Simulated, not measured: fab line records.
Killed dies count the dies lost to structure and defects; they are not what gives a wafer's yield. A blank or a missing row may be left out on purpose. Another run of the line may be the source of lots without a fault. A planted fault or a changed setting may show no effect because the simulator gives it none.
Struck lot and sound lot, side by side | flow nand harc | 13 out of 1159 route steps
Sound: the wafers L634.1, L634.3, L634.5. Wafers L644.2, L644.3, L644.6 were the ones struck. The cause comes at the end.
Per side, at each step with rows, come the tool, then ch with its chambers, and then its first start. Under that, the readings that differ: sound wafers | struck wafers | difference of the means | sigmas: that difference in standard deviations of wafers without a fault.
alike: a reading whose means differ by less than 2 such deviations, as well as words and numbers matching on both sides. not compared: withheld readings; readings where some wafer has no value; bounds like >300 that might hide an equal value; numbers whose values overlap and for which the record gives no deviation.
Wherever a step has rows on one side only, a row that says differs or no value, or a row with sigmas, the two part there. Non-overlapping numbers with no deviation appear without sigmas and do not part them. Lack of a reading on every wafer of one side parts them only where that side has two or more wafers.

NHARC_A_STAIRCASE_DEP_417: deposits Si3N4, target thk 60 nm.
  sound on pecvd-01 ch 0,1, day 13 05:53; struck on pecvd-03 ch 0,2, day 15 09:51
  alike: heater power outer w, heater power w, rf fwd power W
then, 3 steps without rows for these wafers: NHARC_A_STAIRCASE_WET_418 (chemistry H3PO4, target depth 20 nm); NHARC_A_STAIRCASE_PRECLEAN_419 (cleans in SC1); NHARC_A_STAIRCASE_SRD_421.
NHARC_A_STAIRCASE_ALD_420: deposits SiO2, target thk 20 nm, pulse time 6 s, ald cycles 200.
  sound on ald hk-02 ch 1,3, day 13 09:40; struck on ald hk-04 ch 0,1, day 15 13:38
  alike: heater power outer w, heater power w, precursor pulse height rel
then, 1 step without rows for these wafers: NHARC_A_STAIRCASE_CVD_552 (deposits SiNx, target thk 40 nm).
NHARC_A_STAIRCASE_DEP_151: deposits SiO2, target thk 3800 nm.
  sound on pecvd-02 ch 0,1,2, day 13 17:05; struck on pecvd-01 ch 0,1, day 15 21:55
  alike: heater power outer w, heater power w, rf fwd power W
then, 1 step without rows for these wafers: NHARC_A_STAIRCASE_ANNEAL_320 (time 1800 s).
NHARC_A_STAIRCASE_DEP_322: deposits SiO2, target thk 3800 nm.
  sound on pecvd-01 ch 0,1,2, day 14 00:58; struck on pecvd-03 ch 1,2, day 16 06:49
  alike: heater power outer w, heater power w, rf fwd power W
then, 1 step without rows for these wafers: NHARC_A_STAIRCASE_ANNEAL_323 (time 1800 s).
NHARC_A_STAIRCASE_DEP_325: deposits SiO2, target thk 3800 nm.
  sound on pecvd-02 ch 0,1, day 14 08:55; struck on pecvd-03 ch 1,2, day 16 14:29
  reading            | sound             | struck            | difference | sigmas
  heater power w (W) | 793 699 641       | 551 573 536       | -158       | -2
  rf fwd power W (W) | 500.4 496.8 498.7 | 559.8 560.6 558.4 | +61.0      | +41
  alike: heater power outer w
then, 1 step without rows for these wafers: NHARC_A_STAIRCASE_ANNEAL_326 (time 1800 s).
-- break in the record here, with 6 days between the starts of the struck wafers on either side (left off in module A_STAIRCASE, picked up again in module END, where the first step shown is number 1159 on the route) --
NHARC_END_SORT_01:
  only the struck wafers appear in the record here, on prober-01 ch 0 at day 22 08:54; the sound ones have no rows

== WHERE THEY PART ==
First at NHARC_A_STAIRCASE_DEP_325; last, within this record, at NHARC_END_SORT_01.

WHY: what had been put in by the simulator
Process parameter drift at NHARC_A_STAIRCASE_DEP_325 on pecvd-03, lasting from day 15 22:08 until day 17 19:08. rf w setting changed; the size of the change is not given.
